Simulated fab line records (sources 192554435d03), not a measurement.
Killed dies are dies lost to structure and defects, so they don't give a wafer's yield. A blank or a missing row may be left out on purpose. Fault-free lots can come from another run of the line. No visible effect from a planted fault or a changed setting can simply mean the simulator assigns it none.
Which of the tools did it? -- flow n5 finfet -- 24 lots with 72 wafers sampled at 5 steps, on a route of 1938 steps

== WHAT THE GAUGES SHOWED, per wafer ==
N5_BEOL_M9_INSPECT_13: inspects for defects (brightfield). Usual: raw defect count reads 404 (standard deviation 91).
lot,measured,on,raw defect count,flag
L074,day 9 08:33,defect inspect-01,384 504 495,
L075,day 9 14:25,defect inspect-02,437 448 482,
L076,day 9 23:50,defect inspect-01,225 357 421,
L077,day 10 01:36,defect inspect-02,284 339 351,
L078,day 10 20:01,defect inspect-02,394 364 525,
L079,day 10 20:17,defect inspect-01,502 579 575,
L080,day 11 07:29,defect inspect-01,376 421 408,
L081,day 11 13:34,defect inspect-02,397 322 499,
L082,day 11 19:16,defect inspect-02,434 281 538,
L083,day 11 23:35,defect inspect-02,443 307 334,
L084,day 12 08:34,defect inspect-02,375 507 330,
L085,day 12 08:52,defect inspect-02,246 438 327,
L086,day 13 01:33,defect inspect-02,350 444 516,
L088,day 13 11:49,defect inspect-02,305 368 376,
L087,day 13 15:53,defect inspect-02,563 616 562,
L090,day 13 22:36,defect inspect-02,395 313 361,
L089,day 14 02:35,defect inspect-02,343 313 320,
L092,day 14 11:35,defect inspect-02,347 265 399,
L091,day 14 11:55,defect inspect-02,313 324 261,
L094,day 14 16:55,defect inspect-01,493 437 381,
L095,day 14 17:05,defect inspect-01,457 448 439,
L093,day 15 04:45,defect inspect-01,451 599 451,
L096,day 15 19:10,defect inspect-01,416 489 464,
L097,day 16 08:23,defect inspect-02,365 421 494,

N5_BEOL_M9_OVL_MEAS_29. Usual: V8_OVL gives 0.3 nm (standard deviation 0.67).
lot,measured,on,V8_OVL (nm),flag
L074,day 9 09:43,overlay-02,0.0 1.0 0.2,
L075,day 9 15:46,overlay-02,-0.5 -0.7 0.1,
L076,day 10 00:48,overlay-02,1.5 1.9 0.6,
L077,day 10 02:34,overlay-02,0.4 1.5 1.3,
L078,day 10 21:02,overlay-02,0.8 0.4 0.6,
L079,day 10 21:31,overlay-01,1.4 -0.3 0.6,
L080,day 11 09:18,overlay-02,-0.5 -0.2 -0.6,
L081,day 11 15:57,overlay-01,0.4 0.8 0.4,
L082,day 11 20:05,overlay-02,0.6 -0.5 -0.2,
L083,day 12 02:59,overlay-02,0.6 1.0 1.1,
L084,day 12 09:38,overlay-01,-0.1 0.4 -0.6,
L085,day 12 09:56,overlay-01,0.7 0.5 0.3,
L086,day 13 04:19,overlay-01,-0.2 -0.3 0.6,
L088,day 13 14:22,overlay-01,0.3 -0.2 0.4,
L087,day 13 17:05,overlay-01,0.3 0.2 -0.4,
L090,day 14 00:13,overlay-02,0.1 -0.8 -0.8,
L089,day 14 03:28,overlay-01,-0.9 -0.2 -0.4,
L092,day 14 15:28,overlay-01,0.4 -0.1 0.3,
L091,day 14 15:50,overlay-01,0.7 1.3 0.7,
L094,day 14 19:26,overlay-01,0.6 1.0 1.2,
L095,day 14 19:17,overlay-02,-0.6 -0.3 0.1,
L093,day 15 06:19,overlay-01,0.3 0.4 0.7,
L096,day 15 21:18,overlay-02,-0.6 0.1 0.0,
L097,day 16 09:26,overlay-01,0.6 0.3 0.9,

== WHICH TOOL RAN EACH LOT (tool, then ch and the chambers of the sampled wafers, then the start) ==
lot,N5_BEOL_M9_PECVD_70,N5_BEOL_M9_HM_OPEN_17,N5_BEOL_M9_STRIP_19
L074,"pecvd-04 ch 0,1, day 9 08:04","rie metal-03 ch 0,1, day 9 08:51","rie diel-05 ch 1,2,3, day 9 08:59"
L075,"pecvd-02 ch 0,2, day 9 13:09","rie metal-03 ch 0,1, day 9 14:45","rie diel-05 ch 1,2,3, day 9 14:50"
L076,"pecvd-04 ch 0,1,2, day 9 23:14","rie metal-02 ch 0,1, day 10 00:09","rie diel-05 ch 0,1,3, day 10 00:16"
L077,"pecvd-03 ch 0,1, day 9 23:29","rie metal-01 ch 0, day 10 01:58","rie diel-03 ch 0,2,3, day 10 02:06"
L078,"pecvd-02 ch 0,2, day 10 15:40","rie metal-03 ch 0,1, day 10 20:26","rie diel-06 ch 0,1,2, day 10 20:38"
L079,"pecvd-03 ch 0,1, day 10 15:58","rie metal-03 ch 0,1, day 10 20:46","rie diel-06 ch 0,2,3, day 10 20:59"
L080,"pecvd-03 ch 0,1,2, day 11 05:38","rie metal-03 ch 0,1, day 11 07:47","rie diel-05 ch 0,1,2, day 11 07:53"
L081,"pecvd-04 ch 0,2, day 11 12:44","rie metal-02 ch 0,1, day 11 14:49","rie diel-06 ch 0,1,2, day 11 15:17"
L082,"pecvd-02 ch 0,1,2, day 11 17:54","rie metal-02 ch 0,1, day 11 19:35","rie diel-03 ch 1,3, day 11 19:41"
L083,"pecvd-04 ch 0,1,2, day 11 21:38","rie metal-01 ch 0,1, day 11 23:53","rie diel-03 ch 0,3, day 12 00:07"
L084,"pecvd-03 ch 1,2, day 12 07:57","rie metal-02 ch 0,1, day 12 08:54","rie diel-03 ch 0,1, day 12 09:06"
L085,"pecvd-03 ch 0,1, day 12 08:05","rie metal-02 ch 0,1, day 12 09:15","rie diel-03 ch 0,1,2, day 12 09:22"
L086,"pecvd-02 ch 0,2, day 13 01:03","rie metal-03 ch 0,1, day 13 02:13","rie diel-03 ch 0,2, day 13 02:19"
L088,"pecvd-03 ch 0,1, day 13 08:53","rie metal-03 ch 0,1, day 13 12:07","rie diel-05 ch 0,3, day 13 12:14"
L087,"pecvd-02 ch 0,1, day 13 14:29","rie metal-02 ch 0,1, day 13 16:19","rie diel-03 ch 0,2, day 13 16:29"
L090,"pecvd-03 ch 0,1,2, day 13 21:26","rie metal-03 ch 0,1, day 13 22:56","rie diel-03 ch 0,2,3, day 13 23:02"
L089,"pecvd-02 ch 0,1,2, day 14 01:59","rie metal-01 ch 0,1, day 14 02:56","rie diel-03 ch 0,3, day 14 03:02"
L092,"pecvd-03 ch 0,1, day 14 09:56","rie metal-02 ch 0,1, day 14 11:54","rie diel-06 ch 1,2, day 14 12:01"
L091,"pecvd-04 ch 0,2, day 14 10:37","rie metal-03 ch 0,1, day 14 12:13","rie diel-06 ch 0,1,2, day 14 12:20"
L094,"pecvd-03 ch 0,1, day 14 14:08","rie metal-02 ch 0,1, day 14 17:20","rie diel-06 ch 0,2, day 14 17:28"
L095,"pecvd-03 ch 0,1,2, day 14 14:21","rie metal-01 ch 0,1, day 14 17:37","rie diel-06 ch 0,2, day 14 17:50"
L093,"pecvd-02 ch 1,2, day 15 00:32","rie metal-03 ch 0,1, day 15 05:04","rie diel-05 ch 0,2,3, day 15 05:10"
L096,"pecvd-03 ch 0,2, day 15 17:10","rie metal-03 ch 0, day 15 19:29","rie diel-03 ch 0,1, day 15 19:37"
L097,"pecvd-03 ch 1,2, day 16 06:14","rie metal-01 ch 1, day 16 08:43","rie diel-03 ch 0,3, day 16 08:53"
- N5_BEOL_M9_PECVD_70: deposits SiO2 from TEOS/O2, target thk 20 nm, time 22.7 s.
- N5_BEOL_M9_HM_OPEN_17: chemistry Cl2/BCl3, target TiN, target depth 20 nm, overetch 6 nm.
- N5_BEOL_M9_STRIP_19: strips in O2.

== WHAT THE TOOLS THEMSELVES READ (means of the sampled wafers that have a number; where no wafer has one, the mark that the record gives instead) ==
N5_BEOL_M9_PECVD_70. Usual: heater power w 711 W, standard deviation 55; rf fwd power W 443.5 W, standard deviation 1.8; showerhead plenum p Torr 8.80 Torr, standard deviation 0.064; throttle valve pct 21.7 %, standard deviation 0.94.
lot,tool,heater power w (W),rf fwd power W (W),showerhead plenum p Torr (Torr),throttle valve pct (%),flag
L074,pecvd-04,695,445.7,8.73,21.3,
L075,pecvd-02,659,443.1,8.75,22.3,
L076,pecvd-04,710,444.2,8.73,20.9,
L077,pecvd-03,721,443.6,8.85,21.4,
L078,pecvd-02,729,443.9,8.75,22.3,
L079,pecvd-03,744,443.5,8.87,21.7,
L080,pecvd-03,753,443.2,8.85,21.4,
L081,pecvd-04,700,445.2,8.75,21.0,
L082,pecvd-02,746,444.3,8.75,22.9,
L083,pecvd-04,704,444.3,8.73,20.8,
L084,pecvd-03,638,444.9,8.84,20.8,
L085,pecvd-03,753,443.4,8.85,21.4,
L086,pecvd-02,678,443.5,8.74,22.3,
L088,pecvd-03,674,443.3,8.86,21.6,
L087,pecvd-02,717,442.6,8.79,23.2,
L090,pecvd-03,709,443.6,8.86,21.4,
L089,pecvd-02,722,443.2,8.77,22.7,
L092,pecvd-03,649,442.9,8.84,21.5,
L091,pecvd-04,706,445.0,8.75,21.2,
L094,pecvd-03,689,442.8,8.86,21.8,
L095,pecvd-03,693,444.1,8.86,21.4,
L093,pecvd-02,780,442.9,8.76,22.7,
L096,pecvd-03,682,444.1,8.87,21.5,
L097,pecvd-03,633,444.2,8.84,20.9,

N5_BEOL_M9_HM_OPEN_17. Usual: drypump motor current A 5.5 A, standard deviation 0.35; he backside leak sccm 3.33 sccm, standard deviation 0.3; oes product au 0.64 a.u., standard deviation 0.086; rf fwd power W 991 W, standard deviation 5; throttle valve pct 22.1 %, standard deviation 0.33.
lot,tool,drypump motor current A (A),he backside leak sccm (sccm),oes product au (a.u.),rf fwd power W (W),throttle valve pct (%),flag
L074,rie metal-03,5.9,3.13,0.62,989,21.8,
L075,rie metal-03,5.9,3.07,0.62,992,21.8,
L076,rie metal-02,5.0,3.32,0.65,988,22.3,
L077,rie metal-01,5.9,3.38,0.57,987,22.5,
L078,rie metal-03,5.7,3.19,0.56,994,22.0,
L079,rie metal-03,5.7,3.50,0.56,997,22.0,
L080,rie metal-03,5.9,3.24,0.61,987,21.8,
L081,rie metal-02,5.1,3.48,0.64,992,22.3,
L082,rie metal-02,5.1,3.36,0.64,990,22.3,
L083,rie metal-01,5.7,3.61,0.60,992,22.3,
L084,rie metal-02,5.2,3.46,0.59,993,22.3,
L085,rie metal-02,5.2,3.41,0.59,994,22.3,
L086,rie metal-03,5.9,3.10,0.71,990,21.7,
L088,rie metal-03,5.7,3.34,0.76,994,21.9,
L087,rie metal-02,5.1,3.52,0.64,991,22.3,
L090,rie metal-03,5.9,3.20,0.70,990,21.8,
L089,rie metal-01,5.5,3.48,0.63,990,22.2,
L092,rie metal-02,5.0,3.33,0.63,988,22.3,
L091,rie metal-03,5.9,2.92,0.70,988,21.7,
L094,rie metal-02,5.2,3.44,0.59,991,22.3,
L095,rie metal-01,5.5,3.46,0.63,991,22.2,
L093,rie metal-03,5.8,2.96,0.69,984,21.8,
L096,rie metal-03,5.6,3.11,0.78,998,22.2,
L097,rie metal-01,5.3,3.54,0.66,990,22.0,

N5_BEOL_M9_STRIP_19. Usual: drypump motor current A 5.9 A, standard deviation 0.43; o2 flow sccm 225.1 sccm, standard deviation 0.68; oes product au 0.73 a.u., standard deviation 0.083; rf vpp V 3.8 V, standard deviation 0.59; showerhead plenum p Torr 2.13 Torr, standard deviation 0.053; throttle valve pct 16.78 %, standard deviation 0.18.
lot,tool,drypump motor current A (A),o2 flow sccm (sccm),oes product au (a.u.),rf vpp V (V),showerhead plenum p Torr (Torr),throttle valve pct (%),flag
L074,rie diel-05,5.8,225.0,0.69,3.8,2.14,16.78,
L075,rie diel-05,5.8,224.5,0.70,3.6,2.14,16.78,
L076,rie diel-05,5.5,224.5,0.70,4.2,2.14,16.73,
L077,rie diel-03,5.8,225.3,0.71,4.0,2.14,16.90,
L078,rie diel-06,6.0,225.2,0.71,3.9,2.13,16.72,
L079,rie diel-06,5.9,225.4,0.73,4.1,2.07,16.79,
L080,rie diel-05,5.6,224.8,0.72,3.9,2.17,16.67,
L081,rie diel-06,6.0,225.1,0.71,3.7,2.13,16.75,
L082,rie diel-03,6.2,224.6,0.67,4.0,2.14,16.94,
L083,rie diel-03,5.9,225.3,0.68,3.6,2.15,16.95,
L084,rie diel-03,6.1,224.8,0.69,4.0,2.15,16.74,
L085,rie diel-03,6.0,224.4,0.71,3.5,2.14,16.86,
L086,rie diel-03,5.8,225.5,0.71,3.8,2.14,16.81,
L088,rie diel-05,5.5,224.0,0.80,4.0,2.13,16.47,
L087,rie diel-03,5.7,224.0,0.73,4.2,2.14,16.95,
L090,rie diel-03,5.8,225.0,0.81,4.1,2.13,16.81,
L089,rie diel-03,5.9,225.6,0.88,4.3,2.14,16.66,
L092,rie diel-06,6.4,225.5,0.73,4.2,2.06,16.77,
L091,rie diel-06,6.0,225.0,0.70,4.0,2.12,16.78,
L094,rie diel-06,6.1,225.6,0.70,4.1,2.12,16.82,
L095,rie diel-06,6.4,225.4,0.72,3.1,2.07,16.82,
L093,rie diel-05,5.9,225.3,0.77,4.1,2.13,16.56,
L096,rie diel-03,6.1,225.0,0.76,3.7,2.14,16.63,
L097,rie diel-03,5.9,225.8,0.84,3.8,2.14,16.69,

== THE ANSWER, worked out from the rows above alone ==
Rule: lot off if the mean of its wafers having a number is beyond 3 standard deviations from the usual mean. A lot without any number at a reading at which 4 lots or more have one is off too. The other lots that the step has rows for count as sound. First the gauges in route order, then the tools' own readings, where a lot's mean is used as printed above. At the first step where some lot is off, the reading lying furthest off is the one used; lots without a number count as furthest.
Across all readings shown, no lot is off: no conclusion can be drawn from this.

== WHAT THE SIMULATOR HAD INSERTED ==
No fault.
